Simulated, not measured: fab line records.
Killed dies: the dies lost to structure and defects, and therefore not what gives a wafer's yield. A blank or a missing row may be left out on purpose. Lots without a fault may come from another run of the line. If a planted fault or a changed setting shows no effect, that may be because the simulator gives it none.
Commonality check across tools | flow n5-finfet | Sampled: 12 lots, 35 wafers

## THE REASON FOR OPENING IT
Flagged at N5_BEOL_M11_CD_MEAS_28: reading cd-nm, on 2 of 12 lots. No-fault wafers: 69.9 nm, standard deviation 0.79.
Rule: a lot is flagged in two cases, either no wafer of it has a number, or all its wafers with numbers fall more than 4 standard deviations from that mean. The rest of the lots are taken to be sound.

lot  | measured     | on        | cd-nm (nm), wafer by wafer | flag
L459 | day 10 15:41 | cd-sem-02 | 69.3 69.9 70.1             |
L461 | day 10 22:10 | cd-sem-01 | 69.1 70.8 68.6             |
L462 | day 10 22:20 | cd-sem-01 | 68.5 68.8 69.0             |
L465 | day 12 05:16 | cd-sem-02 | 69.8 69.1 69.1             |
L467 | day 12 08:31 | cd-sem-01 | 68.9 69.3 69.5             |
L473 | day 13 13:53 | cd-sem-01 | 63.3 64.0                  | FLAGGED
L474 | day 14 01:31 | cd-sem-01 | 63.9 64.4 64.7             | FLAGGED
L476 | day 14 17:35 | cd-sem-02 | 69.1 69.3 69.2             |
L479 | day 15 07:17 | cd-sem-01 | 70.1 71.3 71.2             |
L478 | day 15 07:20 | cd-sem-03 | 70.8 69.7 69.8             |
L481 | day 15 22:32 | cd-sem-03 | 70.6 69.6 68.9             |
L480 | day 16 07:57 | cd-sem-01 | 70.4 70.8 70.9             |
On average the flagged lots' numbers are 64.1 nm, which is -5.8 nm against the usual, or -7 standard deviations.

## TOOL THAT RAN EACH LOT
2 process steps preceding the reading are held in the record, out of 1938 steps in the route. Cell contents, in order: the tool; ch with the chambers the sampled wafers went through; the start.
lot  | flag    | N5_BEOL_M10_CMP_52            | N5_BEOL_M11_PEB_26
L459 |         | cmp-02 ch 0,2,3, day 10 12:21 | litho-track-04 ch 0, day 10 15:37
L461 |         | cmp-03 ch 1,2,3, day 10 16:58 | litho-track-04 ch 0, day 10 22:05
L462 |         | cmp-02 ch 0,1, day 10 18:26   | litho-track-04 ch 0, day 10 22:16
L465 |         | cmp-02 ch 0,1,3, day 12 00:21 | litho-track-04 ch 0, day 12 05:11
L467 |         | cmp-04 ch 0,1, day 12 04:48   | litho-track-04 ch 0, day 12 08:27
L473 | FLAGGED | cmp-04 ch 0,2, day 13 10:20   | litho-track-04 ch 0, day 13 13:50
L474 | FLAGGED | cmp-04 ch 0,3, day 13 20:22   | litho-track-04 ch 0, day 14 01:26
L476 |         | cmp-03 ch 1,2,3, day 14 11:31 | litho-track-02 ch 0, day 14 17:31
L479 |         | cmp-03 ch 1,3, day 15 00:52   | litho-track-01 ch 0, day 15 07:13
L478 |         | cmp-04 ch 1,2,3, day 15 01:55 | litho-track-02 ch 0, day 15 07:16
L481 |         | cmp-04 ch 0,2,3, day 15 18:41 | litho-track-01 ch 0, day 15 22:28
L480 |         | cmp-04 ch 0,1,3, day 16 00:53 | litho-track-01 ch 0, day 16 07:53
These steps, and what they do:
- N5_BEOL_M10_CMP_52: polishes, stops on SiCOH lowk, t overpolish 7 s, target thk 140 nm.
- N5_BEOL_M11_PEB_26: peb time 60 s.
- N5_BEOL_M11_CD_MEAS_28: target cd 70 nm.

## FLAGGED OVER TOTAL, TOOL BY TOOL (the gauges that took the reading come last)
step                   | tool           | lots run | flagged | share of the flagged lots | sound lots run after its first flagged lot
N5_BEOL_M10_CMP_52     | cmp-02         | 3        | 0       | none                      | -
N5_BEOL_M10_CMP_52     | cmp-03         | 3        | 0       | none                      | -
N5_BEOL_M10_CMP_52     | cmp-04         | 6        | 2       | all                       | 3 (L478,L481,L480)
N5_BEOL_M11_PEB_26     | litho-track-01 | 3        | 0       | none                      | -
N5_BEOL_M11_PEB_26     | litho-track-02 | 2        | 0       | none                      | -
N5_BEOL_M11_PEB_26     | litho-track-04 | 7        | 2       | all                       | 0
N5_BEOL_M11_CD_MEAS_28 | cd-sem-01      | 7        | 2       | all                       | 2 (L479,L480)
N5_BEOL_M11_CD_MEAS_28 | cd-sem-02      | 3        | 0       | none                      | -
N5_BEOL_M11_CD_MEAS_28 | cd-sem-03      | 2        | 0       | none                      | -

## WHAT THE TABLE ALLOWS
Every flagged lot was run by 3 rows of the table: cmp-04 at N5_BEOL_M10_CMP_52, litho-track-04 at N5_BEOL_M11_PEB_26 and cd-sem-01 at N5_BEOL_M11_CD_MEAS_28.
- cmp-04 at N5_BEOL_M10_CMP_52: 2 of its 6 lots flagged. Sound lots ran on it after the first flagged one (L478, L481, L480), which a lasting fault on the whole tool wouldn't allow.
- litho-track-04 at N5_BEOL_M11_PEB_26: 2 of its 7 lots flagged. Last sound lot L467 at day 12 08:27, first flagged lot L473 at day 13 13:50; a fault beginning in between fits.
- cd-sem-01 at N5_BEOL_M11_CD_MEAS_28: 2 of its 7 lots flagged. Sound lots ran on it after the first flagged one (L479, L480), which a lasting fault on the whole tool wouldn't allow.
Left over: one tool, litho-track-04 at N5_BEOL_M11_PEB_26.

## WHAT THE SIMULATOR PUT IN
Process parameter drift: litho-track-04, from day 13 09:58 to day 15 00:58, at N5_BEOL_M11_PEB_26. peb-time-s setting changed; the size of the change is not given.
Shown lots that were struck: L473, L474. The rule above reached the same finding.
